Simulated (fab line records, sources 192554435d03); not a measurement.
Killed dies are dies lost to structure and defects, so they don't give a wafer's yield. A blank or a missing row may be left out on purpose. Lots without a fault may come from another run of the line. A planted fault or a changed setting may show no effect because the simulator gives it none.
A struck lot beside a sound one | flow n5_finfet | 23 steps out of a route of 1938
Sound: wafers L524.2, L524.5, L524.6. Struck: wafer L533.1. (L533.4 of the same lot was not struck and is left out.) The cause comes at the end.
At each step with rows: each side's tool, then ch and its chambers, then its first start. Under that, the readings that differ: sound wafers | struck wafers | difference of the means | sigmas: that difference in standard deviations of wafers without a fault.
alike: readings whose means differ by less than 2 such deviations, and words and numbers that are the same on both sides. not compared: withheld readings, readings that some wafer has no value for, bounds like >300 that may hide the same value, and numbers for which the record gives no deviation and whose values overlap.
The two part at a step that has a row with sigmas, a row that says differs or no value, or rows on one side only. Numbers that don't overlap but have no deviation are shown without sigmas and don't part them. A reading that every wafer of one side lacks parts them only if that side has two wafers or more.

first, 11 steps without rows for these wafers: N5_WELL_APT_OXIDE_STRIP_42 (strips SiO2 in dHF, time 45 s, target depth 12 nm); N5_WELL_APT_PRECLEAN_36 (cleans in O3/DIW, time 45 s); N5_WELL_APT_PRECLEAN_39 (cleans in dHF, time 60 s); N5_WELL_APT_SRD_37 (time 30 s); N5_WELL_APT_EPI_41 (deposits Si from SiH4/H2, target thk 50 nm, time 297.7 s); N5_PMOS_HMC_CHANNEL_EPI_HM_DEP_34 (deposits SiO2 from TEOS/O2, target thk 36 nm, time 6.9 s); N5_PMOS_HMC_CHANNEL_EPI_COAT_31 (time 60 s, resist thk 66 nm); N5_PMOS_HMC_CHANNEL_EPI_COAT_03 (resist thk 205 nm); N5_PMOS_HMC_CHANNEL_EPI_EBR_05; N5_PMOS_HMC_CHANNEL_EPI_SOFTBAKE_04 (time 60 s); N5_PMOS_HMC_CHANNEL_EPI_EXPOSE_06 (exposes mask PMOS HMC BLK, target cd 240 nm).
N5_PMOS_HMC_CHANNEL_EPI_PEB_07: peb time 60 s.
  sound on litho_track-01 ch 0, day 3 05:19; struck on litho_track-01 ch 0, day 5 11:58
  reading                  | sound             | struck | difference | sigmas
  heater_power_total_W (W) | 173.2 176.8 177.0 | 183.5  | +7.8       | +5
  alike: chill_plate_temp_C
then, 1 step without rows for these wafers: N5_PMOS_HMC_CHANNEL_EPI_DEVELOP_08 (develop time 30 s).
N5_PMOS_HMC_CHANNEL_EPI_CD_MEAS_09: target cd 237.4 nm.
  sound on cd_sem-01 ch 0, day 3 05:23; struck on cd_sem-01 ch 0, day 5 12:02
  alike: cd_nm
N5_PMOS_HMC_CHANNEL_EPI_DESCUM_14: chemistry O2, time 7.9 s.
  sound on rie_diel-02 ch 1,2,3, day 3 05:38; struck on rie_diel-02 ch 0, day 5 12:08
  reading                               | sound             | struck | difference | sigmas
  model.PMOS_HMC_CHANNEL_EPI.cd_nm (nm) | 236.5 236.2 237.4 | 235.2  | -1.5       |
  alike: drypump_motor_current_A, oes_product_au, rf_vpp_V, showerhead_plenum_p_Torr, temp_c, throttle_valve_pct
  not compared: rf_hours_counter_h
then, 5 steps without rows for these wafers: N5_PMOS_HMC_CHANNEL_EPI_ETCH_32 (etches BARC in N2/H2, stops on SiO2, target depth 85.8 nm, time 50.3 s); N5_PMOS_HMC_CHANNEL_EPI_HM_OPEN_15 (chemistry CHF3/O2, target SiO2, target depth 40.6 nm, time 20.3 s); N5_PMOS_HMC_CHANNEL_EPI_STRIP_33 (strips in N2/H2); N5_PMOS_HMC_CHANNEL_EPI_STRIP_17 (strips in SPM, time 750 s); N5_PMOS_HMC_CHANNEL_EPI_ETCH_38 (etches SiO2 in CF4, target depth 1.5 nm).
N5_PMOS_HMC_CHANNEL_EPI_FIN_RECESS_16: chemistry HBr/Cl2, target Si, target depth 54 nm, time 18 s.
  sound on rie_si-04 ch 2,3, day 3 06:05; struck on rie_si-05 ch 3, day 5 12:35
  reading                               | sound             | struck | difference | sigmas
  throttle_valve_pct (%)                | 36.1 36.1 35.0    | 35.0   | -0.7       | -2
  model.PMOS_HMC_CHANNEL_EPI.cd_nm (nm) | 239.3 238.6 239.1 | 237.9  | -1.1       |
  alike: drypump_motor_current_A, oes_product_au
  not compared: rf_hours_counter_h
then, 1 step without rows for these wafers: N5_PMOS_HMC_CHANNEL_EPI_PRECLEAN_36 (cleans in O3/DIW, time 45 s).
-- the record jumps here: 8 days lie between the struck wafers' starts before and after (it left off in module PMOS_HMC_CHANNEL_EPI and takes up again in module BEOL_M4, whose first step shown is number 1111 of the route) --
N5_BEOL_M4_RC_MEAS_101:
  sound on prober-01 ch 0, day 10 19:14; struck on prober-02 ch 0, day 13 11:27
  reading        | sound          | struck | difference | sigmas
  DIBL_P (mV/V)  | 35.1 33.9 34.9 | 40.2   | +5.6       | +2
  IOFF_N (nA/um) | 0.12 0.11 0.13 | 0.21   | +0.09      | +3
  IOFF_P (nA/um) | 0.18 0.16 0.18 | 0.28   | +0.11      | +3
  SS_P (mV/dec)  | 72.7 71.4 72.5 | 74.3   | +2.1       | +3
  VT_N (mV)      | 252 255 251    | 245    | -8         | -2
  VT_P (mV)      | -253 -252 -252 | -246   | +6         | +2
  alike: DIBL_N, ION_N, ION_P, SS_N

WHERE THEY PART
First at N5_PMOS_HMC_CHANNEL_EPI_PEB_07; last, within this record, at N5_BEOL_M4_RC_MEAS_101.

WHY: what the simulator had put in
Process parameter drift: litho_track-01, from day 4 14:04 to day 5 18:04, at N5_PMOS_HMC_CHANNEL_EPI_PEB_07. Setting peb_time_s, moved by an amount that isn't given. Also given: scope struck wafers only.
